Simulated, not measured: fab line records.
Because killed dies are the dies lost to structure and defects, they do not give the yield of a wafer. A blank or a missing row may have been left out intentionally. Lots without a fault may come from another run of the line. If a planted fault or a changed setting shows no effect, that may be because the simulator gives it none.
fab line records	flow nand-harc
record lots=24	wafers=72	last-day=24
route steps=1159 shown P_GATE@215 P_M0@264 P_M1@303 P_M2@348
lots with no fault: from the same line, run without faults
start-h: hours from the record's first day to the start of the lot's first wafer shown	wait-h: hours since the lot's step before	" as in the row above	L1.1+2: one row covering several wafers at once	- no value present, or no start provided	* or withheld: withheld	< > ~ a bound
route shown NAME@n: NAME is a module with steps in the file, n the number in the route of the first one	usual: mean and standard deviation over wafers with no fault	same: alike in all rows	chamber/n: place in a boat	sites: readings site by site	_std_site: standard deviation across them	_edge_site: mean of outer sites minus mean of inner sites	radius-mm: for every site, how far away it sits from the centre of the wafer	mask NAME#n: copy n	behind: the most recent tool/chamber to have shaped the wafer	hold: why the lot went on hold/how many hours it stayed there/how the hold came to an end	device: the transistor (n, p or np) that didn't switch	end of line: the tests these same wafers got at the end of their route	for a step that has no rows: nothing shown but its recipe	killed: not the wafer's yield, but the dies lost to structure and defects at the first sort	map: per-die view of a wafer (x killed, . not killed, _ where there is no die)
set.NAME: the setting that was run; set.NAME@STEP: the one run at that earlier step	model.NAME: the simulator's own value behind a step, which no gauge read
route steps across a sampled set of lots; one table per step, one row per wafer
services: the hour from which a tool's chamber was out of use, counted from the record's first day as start-h (under 0 if before that day), plus the number of hours and why
## steps
# step NHARC_P_GATE_RTA_82
# recipe temp-c=450	time-s=30
# usual anneal-temp-c-max=451.7/0.5	lamp-power-pct=3.9/0.33	wafer_temp_C_max=452.1/0.43
# same time-s=30
lot.wafer	tool	chamber	start-h	wait-h	anneal-temp-c-max	lamp-power-pct	wafer_temp_C_max
L074.2	rtp-anneal-01	0	116.75	-	451.9	4.2	452.1
L074.3	"	0	"	"	452.0	4.2	452.5
L074.5	"	0	"	"	451.6	4.2	452.3
L075.1	rtp-anneal-02	0	116.86	-	451.0	3.5	452.2
L075.3	"	0	"	"	451.2	3.5	452.5
L075.6	"	0	"	"	450.8	3.5	452.6
L076.2	rtp-anneal-02	0	121.02	-	451.5	3.5	451.9
L076.3	"	0	"	"	451.3	3.5	452.0
L076.4	"	0	"	"	451.0	3.5	452.5
L078.1	rtp-anneal-01	0	128.87	-	451.6	4.2	451.6
L078.4	"	0	"	"	452.7	4.2	452.2
L078.5	"	0	"	"	451.5	4.2	452.2
L077.3	rtp-anneal-01	0	129.33	-	452.5	4.2	452.6
L077.5	"	0	"	"	452.1	4.2	451.9
L077.6	"	0	"	"	451.7	4.2	451.9
L079.4	rtp-anneal-01	0	136.87	-	451.6	4.2	451.4
L079.5	"	0	"	"	451.8	4.2	452.0
L079.6	"	0	"	"	452.0	4.2	452.1
L080.2	rtp-anneal-01	0	143.53	-	452.1	4.2	451.5
L080.4	"	0	"	"	451.6	4.2	451.3
L080.5	"	0	"	"	452.1	4.2	452.0
L081.2	rtp-anneal-02	0	152.17	-	451.5	3.5	452.2
L081.5	"	0	"	"	451.8	3.5	452.8
L081.6	"	0	"	"	451.3	3.5	452.5
L082.1	rtp-anneal-01	0	157.95	-	451.8	4.2	451.4
L082.4	"	0	"	"	451.7	4.2	451.2
L082.5	"	0	"	"	452.3	4.2	451.4
L083.1	rtp-anneal-01	0	160.92	-	451.6	4.2	451.2
L083.3	"	0	"	"	451.9	4.2	451.8
L083.5	"	0	"	"	451.8	4.2	452.2
L084.1	rtp-anneal-02	0	164.69	-	451.2	3.5	452.2
L084.5	"	0	"	"	450.9	3.5	452.0
L084.6	"	0	"	"	451.5	3.5	452.6
L088.1	rtp-anneal-01	0	183.13	-	452.3	4.2	451.9
L088.4	"	0	"	"	451.5	4.2	452.3
L088.5	"	0	"	"	451.7	4.2	451.3
L087.1	rtp-anneal-02	0	184.56	-	451.6	3.5	452.5
L087.3	"	0	"	"	451.2	3.5	452.7
L087.5	"	0	"	"	451.0	3.5	452.1
L086.1	rtp-anneal-02	0	186.33	-	451.3	3.5	452.5
L086.5	"	0	"	"	451.4	3.5	452.3
L086.6	"	0	"	"	451.4	3.5	451.8
L085.1	rtp-anneal-01	0	189.30	-	452.1	4.2	453.0
L085.3	"	0	"	"	452.6	4.2	451.7
L085.5	"	0	"	"	452.0	4.2	452.4
L089.3	rtp-anneal-01	0	195.48	-	452.0	4.2	452.2
L089.4	"	0	"	"	451.7	4.2	451.2
L089.5	"	0	"	"	452.3	4.2	451.8
L090.1	rtp-anneal-02	0	204.83	-	451.5	3.5	452.4
L090.3	"	0	"	"	451.1	3.5	451.4
L090.5	"	0	"	"	451.5	3.5	451.8
L091.1	rtp-anneal-02	0	205.00	-	451.1	3.5	452.0
L091.3	"	0	"	"	451.7	3.5	452.8
L091.6	"	0	"	"	451.2	3.5	451.9
L093.3	rtp-anneal-02	0	222.07	-	451.6	3.5	452.1
L093.4	"	0	"	"	451.4	3.5	452.3
L093.6	"	0	"	"	451.7	3.5	453.2
L092.1	rtp-anneal-02	0	223.59	-	451.3	3.5	452.1
L092.2	"	0	"	"	451.5	3.5	452.9
L092.6	"	0	"	"	451.5	3.5	452.0
L094.1	rtp-anneal-01	0	223.60	-	451.6	4.2	452.1
L094.3	"	0	"	"	451.8	4.2	451.7
L094.6	"	0	"	"	452.7	4.2	452.8
L095.4	rtp-anneal-01	0	236.40	-	451.9	4.2	451.8
L095.5	"	0	"	"	451.8	4.2	452.0
L095.6	"	0	"	"	452.1	4.2	452.3
L096.1	rtp-anneal-01	0	236.49	-	451.8	4.2	451.6
L096.2	"	0	"	"	451.6	4.2	451.8
L096.5	"	0	"	"	451.3	4.2	451.4
L097.1	rtp-anneal-01	0	243.09	-	452.0	4.2	452.2
L097.2	"	0	"	"	452.1	4.2	451.9
L097.5	"	0	"	"	451.3	4.2	452.0
# step NHARC_P_M0_OVL_MEAS_10
# recipe pitch-nm=180
# usual overlay-x-nm=-0.1/0.79	overlay-y-nm=-0.2/0.85
lot.wafer	tool	chamber	start-h	wait-h	overlay-x-nm	overlay-y-nm
L075.1	overlay-02	-	127.97	-	-0.7	0.8
L075.3	"	-	"	"	-0.4	-0.4
L075.6	"	-	"	"	-1.1	-0.1
L074.2	overlay-02	-	129.98	-	-0.1	-0.3
L074.3	"	-	"	"	0.8	-0.1
L074.5	"	-	"	"	0.9	-0.9
L076.2	overlay-02	-	137.22	-	-0.5	0.4
L076.3	"	-	"	"	-1.3	-0.8
L076.4	"	-	"	"	-1.3	0.2
L078.1	overlay-01	-	140.77	-	0.6	1.8
L078.4	"	-	"	"	1.2	1.7
L078.5	"	-	"	"	1.0	1.3
L077.3	overlay-01	-	141.32	-	-0.7	1.1
L077.5	"	-	"	"	-0.8	1.5
L077.6	"	-	"	"	-0.5	1.1
L079.4	overlay-01	-	144.68	-	1.3	-0.8
L079.5	"	-	"	"	0.8	-1.0
L079.6	"	-	"	"	1.2	-0.9
L080.2	overlay-01	-	150.15	-	-1.2	-0.9
L080.4	"	-	"	"	-1.4	-0.2
L080.5	"	-	"	"	-1.7	-1.0
L081.2	overlay-01	-	159.00	-	-1.2	0.9
L081.5	"	-	"	"	-1.0	0.6
L081.6	"	-	"	"	-1.0	0.2
L082.1	overlay-02	-	169.96	-	-0.3	-0.2
L082.4	"	-	"	"	0.0	-0.1
L082.5	"	-	"	"	-0.3	0.0
L083.1	overlay-02	-	173.10	-	0.5	-0.1
L083.3	"	-	"	"	-0.2	-0.4
L083.5	"	-	"	"	0.4	-0.5
L084.1	overlay-01	-	176.39	-	1.3	-0.9
L084.5	"	-	"	"	0.9	-0.9
L084.6	"	-	"	"	1.0	-1.7
L088.1	overlay-02	-	189.21	-	0.0	-0.8
L088.4	"	-	"	"	0.1	-0.8
L088.5	"	-	"	"	0.5	-0.4
L087.1	overlay-01	-	194.54	-	-0.4	-1.0
L087.3	"	-	"	"	-0.8	-1.0
L087.5	"	-	"	"	-1.0	-1.2
L086.1	overlay-01	-	195.21	-	-0.1	0.7
L086.5	"	-	"	"	0.7	0.4
L086.6	"	-	"	"	0.0	-0.1
L085.1	overlay-01	-	196.61	-	-0.4	-0.6
L085.3	"	-	"	"	-0.8	-0.8
L085.5	"	-	"	"	-0.7	-0.7
L089.3	overlay-01	-	205.96	-	0.9	1.4
L089.4	"	-	"	"	0.8	1.0
L089.5	"	-	"	"	0.8	1.3
L090.1	overlay-02	-	214.22	-	-0.7	-1.5
L090.3	"	-	"	"	-0.3	-1.6
L090.5	"	-	"	"	-0.1	-1.1
L091.1	overlay-01	-	214.49	-	-0.5	-0.5
L091.3	"	-	"	"	-0.3	-1.0
L091.6	"	-	"	"	-0.6	-0.5
L093.3	overlay-02	-	229.20	-	0.0	0.2
L093.4	"	-	"	"	0.0	0.1
L093.6	"	-	"	"	0.4	0.2
L092.1	overlay-02	-	234.41	-	0.7	-0.3
L092.2	"	-	"	"	0.3	0.4
L092.6	"	-	"	"	1.6	-0.2
L094.1	overlay-02	-	234.89	-	0.4	-1.4
L094.3	"	-	"	"	1.1	-1.1
L094.6	"	-	"	"	0.4	-1.0
L096.1	overlay-02	-	242.66	-	-0.1	0.2
L096.2	"	-	"	"	0.2	0.3
L096.5	"	-	"	"	0.0	0.8
L095.4	overlay-01	-	242.94	-	-0.3	0.6
L095.5	"	-	"	"	-0.8	0.1
L095.6	"	-	"	"	-0.6	0.2
L097.1	overlay-01	-	250.90	-	-0.2	-1.6
L097.2	"	-	"	"	-0.2	-0.8
L097.5	"	-	"	"	0.0	-0.9
# step NHARC_P_M0_ETCH_34
# recipe target-depth-a=400	overetch-a=120	time-s=43.94	ion-energy-ev=200	n2-flow-sccm=150	h2-flow-sccm=150	ar-flow-sccm=0	rf-w=400	bias-w=150	chemistry=N2/H2
# usual drypump-motor-current-A=5.7/0.3	oes-product-au=0.996/0.012	rf-vpp-V=430.3/3	showerhead-plenum-p-Torr=2.03/0.11	throttle-valve-pct=14.171/0.0088
# same time-s=43.94
lot.wafer	tool	chamber	start-h	wait-h	drypump-motor-current-A	oes-product-au	rf-hours-counter-h	rf-vpp-V	showerhead-plenum-p-Torr	throttle-valve-pct
L075.1	rie-diel-06	1	128.17	0.1	6.1	0.972	4	428.2	1.95	14.175
L075.3	"	2	"	"	5.5	1.020	5	433.6	2.21	14.165
L075.6	"	0	"	"	6.1	0.984	-	431.9	2.16	14.166
L074.2	rie-diel-04	2	130.19	0.1	6.0	1.007	1	429.4	1.98	14.166
L074.3	"	3	"	"	6.0	0.992	1	431.7	2.12	14.174
L074.5	"	2	"	"	6.0	1.001	-	429.2	1.98	14.159
L076.3	rie-diel-06	2	137.40	0.1	5.5	1.000	5	435.4	2.21	14.173
L076.4	"	3	"	"	5.8	1.011	5	431.7	2.00	14.146
L076.2	"	1	"	"	6.1	0.972	5	430.3	1.95	14.180
L078.4	rie-diel-06	1	140.96	0.1	6.1	0.981	5	428.1	1.95	14.178
L078.1	"	3	"	"	5.8	1.028	5	430.1	2.00	14.162
L078.5	"	1	"	"	6.1	0.977	-	429.2	1.95	14.175
L077.3	rie-diel-07	0	141.52	0.1	5.7	0.977	7	426.8	1.92	14.175
L077.6	"	1	"	"	5.0	0.983	-	435.4	2.20	14.168
L077.5	"	2	"	"	5.6	1.007	-	426.4	1.91	14.173
L079.4	rie-diel-04	0	144.88	0.1	5.8	1.008	2	433.0	2.12	14.175
L079.6	"	1	"	"	5.7	0.988	-	427.2	1.97	14.178
L079.5	"	2	"	"	6.0	0.995	-	429.1	1.98	14.164
L080.4	rie-diel-06	0	150.36	0.1	6.1	0.995	5	434.1	2.16	14.189
L080.2	"	2	"	"	5.5	1.018	6	434.2	2.21	14.169
L080.5	"	0	"	"	6.1	0.987	-	432.6	2.16	14.176
L081.2	rie-diel-07	2	159.18	0.1	5.6	0.998	8	428.0	1.91	14.158
L081.6	"	1	"	"	5.0	0.982	-	434.3	2.20	14.168
L081.5	"	2	"	"	5.6	1.004	-	425.9	1.91	14.180
L082.4	rie-diel-04	3	170.15	0.1	6.0	0.991	4	433.3	2.12	14.173
L082.1	"	1	"	"	5.7	0.990	3	428.9	1.97	14.170
L082.5	"	0	"	"	5.8	1.000	-	432.4	2.12	14.171
L083.1	rie-diel-06	0	173.28	0.1	6.2	1.002	7	433.2	2.16	14.169
L083.3	"	1	"	"	6.1	0.990	7	428.1	1.95	14.157
L083.5	"	0	"	"	6.2	0.992	-	433.8	2.16	14.186
L084.1	rie-diel-07	2	176.59	0.1	5.6	1.000	9	426.1	1.91	14.169
L084.5	"	3	"	"	5.6	1.009	-	428.3	1.93	14.170
L084.6	"	0	"	"	5.7	0.993	-	428.1	1.92	14.187
L088.4	rie-diel-06	0	189.39	0.1	6.1	0.990	7	434.6	2.16	14.164
L088.1	"	2	"	"	5.5	0.992	9	433.9	2.21	14.167
L088.5	"	0	"	"	6.1	1.000	-	433.1	2.16	14.171
L087.1	rie-diel-07	3	194.73	0.1	5.6	0.993	11	427.6	1.93	14.163
L087.3	"	0	"	"	5.7	0.985	10	426.6	1.92	14.171
L087.5	"	3	"	"	5.6	1.003	-	427.9	1.93	14.170
L086.1	rie-diel-07	2	195.41	0.1	5.6	1.001	9	425.6	1.91	14.160
L086.5	"	3	"	"	5.5	0.985	-	427.6	1.93	14.167
L086.6	"	0	"	"	5.7	0.976	-	426.5	1.92	14.169
L085.3	rie-diel-06	3	196.80	0.1	5.8	1.007	8	430.5	2.00	14.162
L085.1	"	1	"	"	6.1	0.959	8	427.3	1.95	14.168
L085.5	"	0	"	"	6.2	0.995	-	433.3	2.16	14.186
L089.3	rie-diel-04	3	206.17	0.1	5.9	0.989	7	432.2	2.11	14.166
L089.5	"	3	"	"	6.0	0.994	-	432.3	2.11	14.169
L089.4	"	1	"	"	5.7	0.986	-	427.4	1.97	14.172
L090.3	rie-diel-07	3	214.41	0.1	5.5	0.995	12	428.3	1.93	14.169
L090.1	"	0	"	"	5.7	0.995	12	427.3	1.92	14.168
L090.5	"	3	"	"	5.6	1.006	-	427.8	1.93	14.171
L091.3	rie-diel-04	3	214.69	0.1	6.0	0.996	8	432.4	2.11	14.180
L091.1	"	0	"	"	5.8	1.017	6	434.3	2.12	14.180
L091.6	"	1	"	"	5.7	0.996	-	428.7	1.97	14.163
L093.4	rie-diel-04	0	229.46	0.1	5.8	1.010	-	432.6	2.12	14.178
L093.3	"	3	"	"	6.0	0.973	-	433.0	2.11	14.185
L093.6	"	3	"	"	6.0	0.992	-	432.1	2.11	14.187
L092.2	rie-diel-04	2	234.59	0.1	6.0	0.999	7	427.4	1.98	14.166
L092.1	"	3	"	"	6.0	0.982	8	432.3	2.11	14.177
L092.6	"	1	"	"	5.7	0.980	-	427.7	1.97	14.172
L094.3	rie-diel-04	1	235.07	0.1	5.7	0.984	6	428.7	1.97	14.181
L094.1	"	2	"	"	6.0	0.989	7	430.1	1.98	14.180
L094.6	"	1	"	"	5.7	0.982	-	427.9	1.97	14.162
L096.1	rie-diel-07	2	242.85	0.1	5.7	0.990	0	427.2	1.91	14.185
L096.2	"	0	"	"	5.7	0.991	0	426.9	1.92	14.153
L096.5	"	1	"	"	5.0	1.018	-	433.8	2.20	14.163
L095.4	rie-diel-07	3	243.29	0.2	5.5	1.018	0	426.2	1.93	14.165
L095.6	"	2	"	"	5.7	0.985	-	426.6	1.91	14.173
L095.5	"	3	"	"	5.6	1.008	-	428.2	1.93	14.166
L097.1	rie-diel-07	3	251.09	0.1	5.6	1.017	1	428.0	1.93	14.187
L097.2	"	0	"	"	5.7	0.999	2	427.8	1.92	14.163
L097.5	"	2	"	"	5.6	0.981	-	426.6	1.91	14.169
# step NHARC_P_M1_ETCH_28
# recipe target-depth-a=300	over-etch-frac=0.3	time-s=72.99	ion-energy-ev=150	cf4-flow-sccm=50	n2-flow-sccm=100	ar-flow-sccm=150	rf-w=300	bias-w=100	chemistry=CF4/N2
# usual drypump-motor-current-A=5.9/0.31	oes-product-au=0.996/0.014	rf-vpp-V=314.1/1.7	showerhead-plenum-p-Torr=2.62/0.09	throttle-valve-pct=19.794/0.0095
# same time-s=72.99
lot.wafer	tool	chamber	start-h	wait-h	drypump-motor-current-A	oes-product-au	rf-hours-counter-h	rf-vpp-V	showerhead-plenum-p-Torr	throttle-valve-pct
L075.3	rie-diel-09	3	-	-	5.7	0.983	3.4	314.7	2.69	19.781
L075.1	"	1	"	"	6.2	0.981	4.5	315.6	2.75	19.791
L075.6	"	0	"	"	6.5	1.025	-	312.0	2.51	19.807
L074.2	rie-diel-10	3	-	-	6.0	0.984	1.8	314.8	2.63	19.799
L074.3	"	2	"	"	6.0	1.005	3.0	312.4	2.54	19.806
L074.5	"	3	"	"	6.1	0.992	-	313.2	2.63	19.787
L076.3	rie-diel-09	0	-	-	6.5	1.031	3.5	312.0	2.51	19.793
L076.2	"	1	"	"	6.2	0.982	4.6	315.5	2.75	19.804
L076.4	"	3	"	"	5.7	0.991	3.6	314.2	2.69	19.798
L078.4	rie-diel-10	1	-	-	5.8	0.975	3.2	313.6	2.63	19.792
L078.1	"	2	"	"	6.1	0.993	3.3	310.9	2.54	19.806
L078.5	"	2	"	"	6.0	1.000	-	312.9	2.54	19.813
L077.3	rie-diel-10	3	-	-	6.0	0.987	2.2	315.1	2.64	19.796
L077.5	"	1	"	"	5.8	0.982	-	314.8	2.63	19.777
L077.6	"	2	"	"	6.0	0.984	-	311.8	2.54	19.790
L079.4	rie-diel-10	2	-	-	6.1	0.987	3.6	313.4	2.54	19.798
L079.5	"	0	"	"	5.2	1.006	-	316.3	2.74	19.777
L079.6	"	1	"	"	5.8	0.973	-	314.2	2.62	19.778
L080.4	rie-diel-10	1	-	-	5.8	0.995	3.7	314.9	2.62	19.798
L080.2	"	3	"	"	6.0	0.971	2.5	312.5	2.63	19.793
L080.5	"	2	"	"	6.1	1.001	-	312.4	2.54	19.790
L081.2	rie-diel-10	1	164.06	0.3	5.8	0.990	4.0	314.9	2.62	19.811
L081.6	"	2	"	"	6.1	0.991	-	312.6	2.54	19.781
L081.5	"	3	"	"	6.0	0.981	-	312.5	2.63	19.800
L082.4	rie-diel-10	2	-	-	6.1	0.993	4.3	313.5	2.54	19.794
L082.1	"	0	"	"	5.2	1.006	3.7	316.7	2.74	19.805
L082.5	"	3	"	"	6.0	0.963	-	314.5	2.63	19.801
L083.1	rie-diel-01	0	-	-	5.7	1.016	1.2	315.2	2.74	19.788
L083.3	"	3	"	"	5.8	0.992	1.2	313.8	2.61	19.788
L083.5	"	1	"	"	5.8	0.994	-	311.8	2.58	19.786
L084.1	rie-diel-09	1	-	-	6.3	0.985	7.5	315.8	2.75	19.782
L084.5	"	2	"	"	6.0	0.983	-	312.8	2.46	19.799
L084.6	"	1	"	"	6.2	0.979	-	315.8	2.75	19.788
L088.1	rie-diel-09	1	-	-	6.2	0.980	8.5	315.3	2.75	19.815
L088.4	"	0	"	"	6.5	1.014	8.1	311.2	2.50	19.794
L088.5	"	1	"	"	6.2	0.981	-	316.8	2.75	19.793
L087.1	rie-diel-01	3	-	-	5.8	1.006	2.9	314.1	2.61	19.802
L087.3	"	2	"	"	5.9	1.013	3.2	313.5	2.60	19.796
L087.5	"	3	"	"	5.8	0.984	-	314.6	2.61	19.797
L086.1	rie-diel-01	1	-	-	5.8	0.999	3.5	313.3	2.58	19.811
L086.5	"	3	"	"	5.8	0.999	-	313.1	2.61	19.795
L086.6	"	0	"	"	5.7	1.029	-	315.6	2.74	19.788
L085.3	rie-diel-09	2	-	-	6.1	0.979	9.5	312.4	2.46	19.774
L085.1	"	3	"	"	5.7	0.992	8.2	315.6	2.69	19.780
L085.5	"	1	"	"	6.2	0.993	-	316.8	2.75	19.805
L089.3	rie-diel-01	2	-	-	5.9	1.006	3.6	313.4	2.59	19.800
L089.4	"	3	"	"	5.8	0.992	3.4	313.5	2.61	19.793
L089.5	"	0	"	"	5.7	1.017	-	315.7	2.74	19.779
L090.1	rie-diel-09	2	-	-	6.1	0.988	10.7	311.6	2.46	19.785
L090.3	"	3	"	"	5.7	0.989	9.4	314.1	2.69	19.808
L090.5	"	2	"	"	6.1	0.993	-	311.7	2.46	19.785
L091.1	rie-diel-01	0	-	-	5.7	1.024	4.1	316.4	2.74	19.792
L091.3	"	1	"	"	5.8	0.992	4.7	313.2	2.58	19.782
L091.6	"	0	"	"	5.6	1.016	-	316.2	2.74	19.799
L093.3	rie-diel-01	3	-	-	5.8	0.999	6.1	313.6	2.61	19.801
L093.4	"	0	"	"	5.7	1.026	5.9	316.0	2.74	19.783
L093.6	"	2	"	"	5.9	1.009	-	314.5	2.59	19.794
L092.1	rie-diel-10	1	-	-	5.7	0.988	1.4	313.0	2.62	19.802
L092.2	"	3	"	"	6.1	1.012	1.2	314.5	2.63	19.788
L092.6	"	0	"	"	5.2	1.004	-	316.5	2.74	19.794
L094.1	rie-diel-10	1	-	-	5.8	0.995	1.4	314.1	2.62	19.788
L094.3	"	0	"	"	5.2	0.998	1.4	317.4	2.74	19.800
L094.6	"	2	"	"	6.1	0.998	-	313.7	2.54	19.816
L096.2	rie-diel-09	1	-	-	6.2	0.999	12.1	314.8	2.75	19.798
L096.1	"	2	"	"	6.1	0.985	12.2	311.4	2.46	19.792
L096.5	"	1	"	"	6.2	0.991	-	316.1	2.75	19.784
L095.4	rie-diel-01	3	-	-	5.8	0.987	6.4	314.1	2.61	19.791
L095.5	"	1	"	"	5.8	0.983	-	312.8	2.58	19.799
L095.6	"	2	"	"	5.9	0.998	-	313.9	2.59	19.788
L097.1	rie-diel-10	3	-	-	6.0	1.003	1.8	315.5	2.63	19.795
L097.2	"	0	"	"	5.2	1.012	1.7	316.7	2.74	19.807
L097.5	"	3	"	"	6.1	1.004	-	312.4	2.63	19.777
# step NHARC_P_M1_DEGAS_29
# recipe temp-c=250	time-s=60
# usual heater-power-w=310/30
# same time-s=60
lot.wafer	tool	chamber	start-h	wait-h	heater-power-w
L075.3	pvd-sputter-02	-	133.17	-	277
L075.1	"	-	"	"	295
L075.6	"	-	"	"	284
L074.3	pvd-sputter-01	-	135.37	-	264
L074.2	"	-	"	"	398
L074.5	"	-	"	"	268
L076.2	pvd-sputter-03	-	142.42	-	306
L076.3	"	-	"	"	332
L076.4	"	-	"	"	282
L078.4	pvd-sputter-02	-	145.83	-	298
L078.1	"	-	"	"	280
L078.5	"	-	"	"	296
L077.3	pvd-sputter-02	-	146.55	-	302
L077.5	"	-	"	"	300
L077.6	"	-	"	"	281
L079.4	pvd-sputter-01	-	150.18	-	278
L079.6	"	-	"	"	285
L079.5	"	-	"	"	279
L080.4	pvd-sputter-03	-	155.29	-	289
L080.2	"	-	"	"	326
L080.5	"	-	"	"	316
L081.2	pvd-sputter-02	-	164.50	-	306
L081.6	"	-	"	"	292
L081.5	"	-	"	"	306
L082.1	pvd-sputter-02	-	175.21	-	295
L082.4	"	-	"	"	277
L082.5	"	-	"	"	306
L083.3	pvd-sputter-02	-	178.29	-	303
L083.1	"	-	"	"	287
L083.5	"	-	"	"	334
L084.1	pvd-sputter-01	-	181.69	-	284
L084.6	"	-	"	"	414
L084.5	"	-	"	"	288
L088.4	pvd-sputter-02	-	194.25	-	292
L088.1	"	-	"	"	310
L088.5	"	-	"	"	289
L087.1	pvd-sputter-03	-	199.87	-	325
L087.3	"	-	"	"	329
L087.5	"	-	"	"	282
L086.1	pvd-sputter-02	-	200.43	-	306
L086.5	"	-	"	"	277
L086.6	"	-	"	"	344
L085.1	pvd-sputter-03	-	201.76	-	287
L085.3	"	-	"	"	325
L085.5	"	-	"	"	288
L089.4	pvd-sputter-03	-	211.86	-	285
L089.3	"	-	"	"	310
L089.5	"	-	"	"	330
L090.3	pvd-sputter-03	-	219.58	-	322
L090.1	"	-	"	"	327
L090.5	"	-	"	"	329
L091.3	pvd-sputter-03	-	220.77	-	322
L091.1	"	-	"	"	302
L091.6	"	-	"	"	331
L093.3	pvd-sputter-01	-	234.82	-	414
L093.4	"	-	"	"	270
L093.6	"	-	"	"	283
L092.1	pvd-sputter-03	-	239.55	-	289
L092.2	"	-	"	"	322
L092.6	"	-	"	"	312
L094.3	pvd-sputter-03	-	240.03	-	307
L094.1	"	-	"	"	329
L094.6	"	-	"	"	322
L096.1	pvd-sputter-02	-	248.67	-	301
L096.2	"	-	"	"	278
L096.5	"	-	"	"	283
L095.4	pvd-sputter-03	-	248.72	-	329
L095.5	"	-	"	"	330
L095.6	"	-	"	"	320
L097.1	pvd-sputter-03	-	255.97	-	330
L097.2	"	-	"	"	289
L097.5	"	-	"	"	331
# step NHARC_P_M2_INSPECT_27
# usual raw-defect-count=363/130
lot.wafer	tool	chamber	start-h	wait-h	raw-defect-count
L075.1	defect-inspect-01	-	138.79	0.0	270
L075.3	"	-	"	"	341
L075.6	"	-	"	"	477
L074.2	defect-inspect-02	-	141.08	0.0	385
L074.3	"	-	"	"	370
L074.5	"	-	"	"	295
L076.2	defect-inspect-02	-	148.32	0.1	279
L076.3	"	-	"	"	254
L076.4	"	-	"	"	372
L078.1	defect-inspect-01	-	152.17	0.0	342
L078.4	"	-	"	"	366
L078.5	"	-	"	"	463
L077.3	defect-inspect-01	-	152.66	0.0	235
L077.5	"	-	"	"	316
L077.6	"	-	"	"	393
L079.4	defect-inspect-01	-	156.93	0.0	307
L079.5	"	-	"	"	339
L079.6	"	-	"	"	147
L080.2	defect-inspect-01	-	161.43	0.0	326
L080.4	"	-	"	"	279
L080.5	"	-	"	"	362
L081.2	defect-inspect-02	-	171.03	0.0	307
L081.5	"	-	"	"	350
L081.6	"	-	"	"	280
L082.1	defect-inspect-02	-	181.12	0.0	522
L082.4	"	-	"	"	547
L082.5	"	-	"	"	524
L083.1	defect-inspect-01	-	184.52	0.0	869
L083.3	"	-	"	"	534
L083.5	"	-	"	"	206
L084.1	defect-inspect-01	-	187.53	0.0	370
L084.5	"	-	"	"	363
L084.6	"	-	"	"	355
L088.1	defect-inspect-01	-	200.74	0.0	306
L088.4	"	-	"	"	180
L088.5	"	-	"	"	306
L087.1	defect-inspect-02	-	205.98	0.0	143
L087.3	"	-	"	"	239
L087.5	"	-	"	"	170
L086.1	defect-inspect-02	-	206.31	0.1	400
L086.5	"	-	"	"	411
L086.6	"	-	"	"	583
L085.1	defect-inspect-02	-	207.54	0.0	459
L085.3	"	-	"	"	473
L085.5	"	-	"	"	206
L089.3	defect-inspect-01	-	217.61	0.0	479
L089.4	"	-	"	"	408
L089.5	"	-	"	"	321
L090.1	defect-inspect-02	-	225.32	0.0	205
L090.3	"	-	"	"	205
L090.5	"	-	"	"	335
L091.1	defect-inspect-01	-	226.57	0.0	274
L091.3	"	-	"	"	632
L091.6	"	-	"	"	525
L093.3	defect-inspect-02	-	240.74	0.0	351
L093.4	"	-	"	"	385
L093.6	"	-	"	"	165
L092.1	defect-inspect-02	-	245.51	0.0	468
L092.2	"	-	"	"	291
L092.6	"	-	"	"	258
L094.1	defect-inspect-01	-	246.07	0.0	560
L094.3	"	-	"	"	651
L094.6	"	-	"	"	594
L096.1	defect-inspect-02	-	254.77	0.0	224
L096.2	"	-	"	"	277
L096.5	"	-	"	"	295
L095.4	defect-inspect-02	-	254.80	0.0	471
L095.5	"	-	"	"	299
L095.6	"	-	"	"	635
L097.1	defect-inspect-02	-	261.59	0.0	583
L097.2	"	-	"	"	326
L097.5	"	-	"	"	443
## services
tool	chamber	start-h	hours	kind
rie-diel-10	-	98.58	0.3	repair
rie-diel-01	0	98.74	1.6	repair
rie-diel-04	-	98.95	0.2	repair
pvd-sputter-03	-	102.00	10.0	pm
rie-diel-10	0	110.45	6.6	repair
rie-diel-04	-	111.90	9.0	pm
rie-diel-10	0	120.15	7.5	repair
rie-diel-01	-	137.80	9.0	pm
pvd-sputter-02	-	148.48	3.7	repair
rie-diel-10	3	154.93	8.9	repair
rie-diel-10	0	163.63	8.3	repair
rie-diel-01	0	165.29	8.6	repair
rie-diel-04	1	174.27	6.7	repair
pvd-sputter-03	-	176.10	4.3	repair
rie-diel-10	-	176.50	9.0	pm
rie-diel-07	2	178.39	15.6	repair
pvd-sputter-03	-	184.20	6.2	repair
rie-diel-04	0	203.80	3.2	repair
rie-diel-04	1	206.23	5.3	repair
rie-diel-04	2	209.98	23.8	repair
pvd-sputter-02	-	214.00	10.0	pm
rie-diel-04	1	223.69	8.3	repair
rie-diel-07	-	228.67	9.0	pm
pvd-sputter-02	-	241.48	1.1	repair
## key
fault none
